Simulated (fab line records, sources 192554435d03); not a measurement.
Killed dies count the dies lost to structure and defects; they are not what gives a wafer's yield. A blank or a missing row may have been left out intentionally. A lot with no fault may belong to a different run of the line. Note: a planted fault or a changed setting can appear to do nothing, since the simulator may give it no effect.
Split-lot experiment | flow n5_finfet | 21 wafers read from 7 lots, route of 1938 steps

## SPLIT DETAILS
At N5_PASSIVATION_EXPOSE_07 (exposes mask TV, defocus 0 nm, target cd 3000 nm), the setting dose_mj was moved away from the recipe's 22.75 on 6 of the 21 wafers read, by -5.5% to -1.9%. The other wafers ran this setting at the recipe's value.

## FROM THE SPLIT TO THE READING: what the file shows between them, 3 steps
- N5_PASSIVATION_PEB_08
- N5_PASSIVATION_DEVELOP_09: develop time 60 s
- N5_PASSIVATION_HARDBAKE_11: time 120 s

## THE READING
Shown in nm: cd_nm at N5_PASSIVATION_CD_MEAS_10, with target cd 3000 nm. On this fab line, fault-free wafers typically give 3000.9 nm with a standard deviation of 2.3 nm.

wafer  | tool, chamber at the split | dose_mj as run | against the recipe | cd_nm, nm | against lot-mates on the recipe
L086.1 | krf_scanner-02, 0          | 22.75          | recipe             | 2998.1    | -
L086.2 | krf_scanner-02, 0          | 21.56          | -5.2%              | 2988.3    | -12.0
L086.4 | krf_scanner-02, 0          | 22.75          | recipe             | 3002.6    | -
L085.1 | krf_scanner-01, 0          | 22.75          | recipe             | 3004.2    | -
L085.2 | krf_scanner-01, 0          | 22.75          | recipe             | 3001.5    | -
L085.3 | krf_scanner-01, 0          | 21.53          | -5.4%              | 2991.0    | -11.8
L088.3 | krf_scanner-01, 0          | 21.51          | -5.5%              | 2990.3    | -11.2
L088.4 | krf_scanner-01, 0          | 21.51          | -5.5%              | 2990.6    | -10.9
L088.6 | krf_scanner-01, 0          | 22.75          | recipe             | 3001.5    | -
L089.1 | krf_scanner-01, 0          | 22.75          | recipe             | 3002.3    | -
L089.4 | krf_scanner-01, 0          | 22.75          | recipe             | 2998.9    | -
L089.6 | krf_scanner-01, 0          | 22.75          | recipe             | 3001.4    | -
L090.1 | krf_scanner-01, 0          | 22.75          | recipe             | 2996.6    | -
L090.4 | krf_scanner-01, 0          | 21.91          | -3.7%              | 2989.3    | -10.4
L090.6 | krf_scanner-01, 0          | 22.75          | recipe             | 3002.9    | -
L091.2 | krf_scanner-01, 0          | 22.31          | -1.9%              | 3000.5    | -1.9
L091.3 | krf_scanner-01, 0          | 22.75          | recipe             | 3002.9    | -
L091.5 | krf_scanner-01, 0          | 22.75          | recipe             | 3002.0    | -
L096.4 | krf_scanner-01, 0          | 22.75          | recipe             | 3001.4    | -
L096.5 | krf_scanner-01, 0          | 22.75          | recipe             | 2999.8    | -
L096.6 | krf_scanner-01, 0          | 22.75          | recipe             | 3002.1    | -

THE FIT
A straight line over all 21 wafers: cd_nm changes by +2.16 nm for each +1% of dose_mj; r = +0.91; the points scatter about the line by 2.2 nm.
The same after taking each lot's own level away (the mean of its wafers on the recipe; 21 wafers): +2.19 nm for each +1%; r = +0.95; scatter 1.7 nm.
The reading moves by 12 nm for the largest change in dose_mj, on that fit.
The lots' own levels span 2999.75 to 3002.85 nm, that is 1.3 times the standard deviation above.
Hence the lot-to-lot level has little effect on the slope; both slopes agree.
Check: with one of the wafers moved furthest among these (-5.5%) left out of the fit, the line predicts -12.1 nm for it against its lot-mates. Against them it came out at -11.2 nm.

## ADDITIONAL SPLITS CARRIED BY THESE WAFERS
Before the reading, these wafers also passed through other splits. Each is held against what the fit with the lots' levels taken away leaves over:
other split on the same wafers    | wafers away from the commonest value | r with cd_nm (lot level and that fit taken away)
N5_BEOL_M11_VIA_ETCH_34 time_s    | 5                                    | -0.23
N5_BEOL_M11_CURE_72 time_s        | 8                                    | +0.21
N5_BEOL_M13_COAT_65 spin_rpm      | 5                                    | +0.40
N5_BEOL_M14_TRENCH_ETCH_34 time_s | 8                                    | -0.13
N5_BEOL_M15_SPUTTER_44 power_w    | 5                                    | +0.13

## THE FILE'S OWN FIT
cd_nm changes by +2.22 nm for each +1% of dose_mj, r = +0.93.
